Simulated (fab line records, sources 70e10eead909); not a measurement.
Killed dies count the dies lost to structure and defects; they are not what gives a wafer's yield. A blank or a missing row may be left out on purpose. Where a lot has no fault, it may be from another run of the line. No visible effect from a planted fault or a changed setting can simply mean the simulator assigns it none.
Which tool was responsible? + flow nand-harc + 14 lots (42 wafers sampled), 1 step of a 1302-step route

## WHAT THE GAUGES READ, wafer by wafer
NHARC_P_GATE_CD_MEAS_11 targets a cd of 1640 nm.
| lot  | measured     | on        | cd-nm (nm)           |
|------|--------------|-----------|----------------------|
| L573 | day 4 15:30  | cd-sem-03 | 1640.7 1641.1 1639.7 |
| L575 | day 5 05:48  | cd-sem-03 | 1640.9 1640.3 1639.1 |
| L576 | day 5 13:24  | cd-sem-03 | 1642.7 1641.2 1641.5 |
| L578 | day 7 04:09  | cd-sem-01 | 1637.2 1638.5 1639.2 |
| L579 | day 7 12:49  | cd-sem-03 | 1639.0 1641.1 1640.2 |
| L580 | day 7 20:29  | cd-sem-03 | 1637.9 1642.9 1639.4 |
| L581 | day 8 02:16  | cd-sem-03 | 1642.3 1639.4 1638.0 |
| L582 | day 8 12:40  | cd-sem-01 | 1642.2 1641.3 1641.7 |
| L588 | day 10 19:36 | cd-sem-02 | 1638.2 1637.5 1635.8 |
| L591 | day 11 23:14 | cd-sem-03 | 1639.3 1641.1 1639.6 |
| L592 | day 12 15:01 | cd-sem-03 | 1639.8 1639.5 1638.8 |
| L593 | day 12 18:54 | cd-sem-01 | 1639.5 1635.5 1638.1 |
| L594 | day 13 02:54 | cd-sem-01 | 1642.7 1641.2 1640.2 |
| L596 | day 13 22:34 | cd-sem-02 | 1636.0 1637.0 1638.0 |

## WHAT TOOL EACH LOT RAN ON (gives the tool, then ch and the chambers of the sampled wafers, and finally the start)
The record shows no process step preceding these readings.

## WHAT THE TOOLS THEMSELVES READ (means of the sampled wafers that have a number; where no wafer has one, the mark that the record gives instead)
The record holds no such reading with a usual standard deviation.

## THE ANSWER, worked out from the rows above alone
Rule: what is usual is taken from the lots themselves. Put in order of their means at a reading, lots are off if they are a third of the lots or fewer, leave a main group of 4 or more, and stand apart from it by a gap of 3 or more times the standard deviation of the main group's means; of several such gaps the widest counts. The tables above print the reading to a certain number of digits; a main group whose means all agree to those digits is not used. Also off: a lot with no number at a reading for which 4 or more lots have one. Any other lot the step has rows for is counted as sound. The gauges are gone through in route order, then the tools' own readings, and for those a lot's mean is taken as printed above. The first step at which some lot is off is used, and at that step the reading that is off furthest; a lot without a number counts as furthest.
No lot is off at any reading shown: from this, nothing can be told.

## WHAT THE SIMULATOR PUT IN
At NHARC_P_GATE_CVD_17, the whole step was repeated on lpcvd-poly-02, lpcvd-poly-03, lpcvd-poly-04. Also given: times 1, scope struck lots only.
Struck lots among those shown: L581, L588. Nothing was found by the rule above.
